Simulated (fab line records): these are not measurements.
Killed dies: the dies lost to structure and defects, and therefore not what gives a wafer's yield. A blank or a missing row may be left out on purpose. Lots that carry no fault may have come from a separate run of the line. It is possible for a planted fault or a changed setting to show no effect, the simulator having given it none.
Code-filled problem report in 8D (eight disciplines) form ; flow nand_harc ; the parts of the form that need people (team, actions taken, sign-off) are left out

## 1. THE PROBLEM
NHARC_END_SORT_01, killed_at_array: mean 229 over 1 wafer from 1 lot; wafers with no fault: 58, standard deviation 15. Relative to the usual mean, that is a shift of +11 standard deviations.
First observed at day 30 15:56: wafer L850.6, on prober-01. The record has a number at this step for 35 wafers belonging to 12 lots. Rule for "out", or "out of limits": more than 4 standard deviations from the usual mean. The rest of the wafers with a number are treated as sound.

## 2. WHAT IT IS AND WHAT IT IS NOT
question;is;is not
which readings at this step;killed_at_array, killed_dies;killed_at_other, killed_at_periphery, killed_open, killed_short
which lots;L850;L836, L837, L838, L841, L842, L843, L844, L846, L847, L857, L858
which wafers of those lots;L850.6;L850.2
read on which gauges;prober-01;prober-02
when;from day 30 15:56;"up to then (28 sound wafers); but 6 sound wafers of L857, L858 came after"

## 3. SUSPECTS, AND WHAT RULES EACH OUT
Counting: a tool at a process step up to the reading stays a suspect if it ran every lot that is out. Sound lots after the first of them don't rule it out here, since some wafers of a struck lot are sound.
- ruled out: the gauge at NHARC_END_SORT_01. All the wafers that are out were read on prober-01, but those of them that NHARC_A_CHANNEL_HOLE_D1_ETCH_38 has rows for are out there too, on other tools.
- pecvd-04 at NHARC_A_CHANNEL_HOLE_D1_DEP_01 (deposits SiON, target thk 140 nm): kept. It ran the lot that is out, L850 (day 14 10:09); its last sound lot up to then is L846 (day 13 02:28).
- rie_diel-02 at NHARC_A_CHANNEL_HOLE_D1_ETCH_38 (etches the open film in CF4, target depth 39 nm, time 65 s): kept. It ran the lot that is out, L850 (day 14 11:08); its last sound lot up to then is L847 (day 13 03:47). On those wafers its own readings are out: oes_product_au.
- rie_diel-02 at NHARC_A_CHANNEL_HOLE_D1_ETCH_39 (etches the open film in N2/H2, target depth 260 nm, time 325 s): kept. It ran the lot that is out, L850 (day 30 12:47); its last sound lot up to then is L847 (day 28 12:28). Because NHARC_A_CHANNEL_HOLE_D1_ETCH_39 lacks a start for some lots, the hours and order of its lots are taken from NHARC_END_SORT_01.
- rie_diel-02 at NHARC_A_CHANNEL_HOLE_D1_ETCH_34 (etches the open film in CF4/CHF3, target depth 154 nm, time 77 s): kept. It ran the lot that is out, L850 (day 30 12:47); its last sound lot up to then is L847 (day 28 12:28). Because NHARC_A_CHANNEL_HOLE_D1_ETCH_34 lacks a start for some lots, the hours and order of its lots are taken from NHARC_END_SORT_01.
- At NHARC_A_CHANNEL_HOLE_D1_DEP_01 on pecvd-04, chamber 0 took the sound wafers of the same lots and chamber 1 took the wafers that are out.
- At NHARC_A_CHANNEL_HOLE_D1_ETCH_38 on rie_diel-02, chamber 0 took the sound wafers of the same lots and chamber 1 took the wafers that are out.
- At NHARC_A_CHANNEL_HOLE_D1_ETCH_39 on rie_diel-02, chamber 1 took the sound wafers of the same lots and chamber 2 took the wafers that are out.
- At NHARC_A_CHANNEL_HOLE_D1_ETCH_34 on rie_diel-02, chamber 0 took the sound wafers of the same lots and chamber 2 took the wafers that are out.
Left after counting: pecvd-04 at NHARC_A_CHANNEL_HOLE_D1_DEP_01, rie_diel-02 at NHARC_A_CHANNEL_HOLE_D1_ETCH_38, rie_diel-02 at NHARC_A_CHANNEL_HOLE_D1_ETCH_39, rie_diel-02 at NHARC_A_CHANNEL_HOLE_D1_ETCH_34.

## 4. THE CAUSE (what the simulator had put in)
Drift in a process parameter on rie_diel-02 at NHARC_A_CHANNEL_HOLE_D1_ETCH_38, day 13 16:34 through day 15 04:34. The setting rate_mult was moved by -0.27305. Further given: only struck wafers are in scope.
This tool is one of the 4 suspects left after counting.

## 5. THE CHAIN OF EFFECTS, in route order
Each row: a reading where the mean over the struck wafers with a number is more than 3 standard deviations away from the usual. Scope: only readings with a usual standard deviation given in the record; hours: median across lots of the time from each lot's start at the first step in this table that gives one to its start at this step; sigmas: change in usual standard deviations.
hours;step;reading;usual;on struck wafers;change;sigmas
0;NHARC_A_CHANNEL_HOLE_D1_ETCH_38;oes_product_au;1.001 a.u.;0.835;-0.166;-20
389;NHARC_END_SORT_01;killed_at_array;58;229;+171;+11
389;NHARC_END_SORT_01;killed_dies;62;232;+170;+11
The process steps in it:
- NHARC_A_CHANNEL_HOLE_D1_ETCH_38: etches the open film in CF4, target depth 39 nm, time 65 s.

## 6. WHAT WOULD HAVE CAUGHT IT SOONER
Counted from the fault's start at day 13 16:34, it took 407 hours until the first out-of-limits reading at a measuring or inspecting step in this record, taken at day 30 15:56.
At NHARC_A_CHANNEL_HOLE_D1_ETCH_38, the tool's own readings (oes_product_au) were out on each struck wafer the step has a row for, so an alarm limit on them would have fired on the first such wafer.
All the lots that are out (1) had begun NHARC_A_CHANNEL_HOLE_D1_ETCH_38 on rie_diel-02 by day 30 15:56. Tool hold at that time: it would have spared none of them.
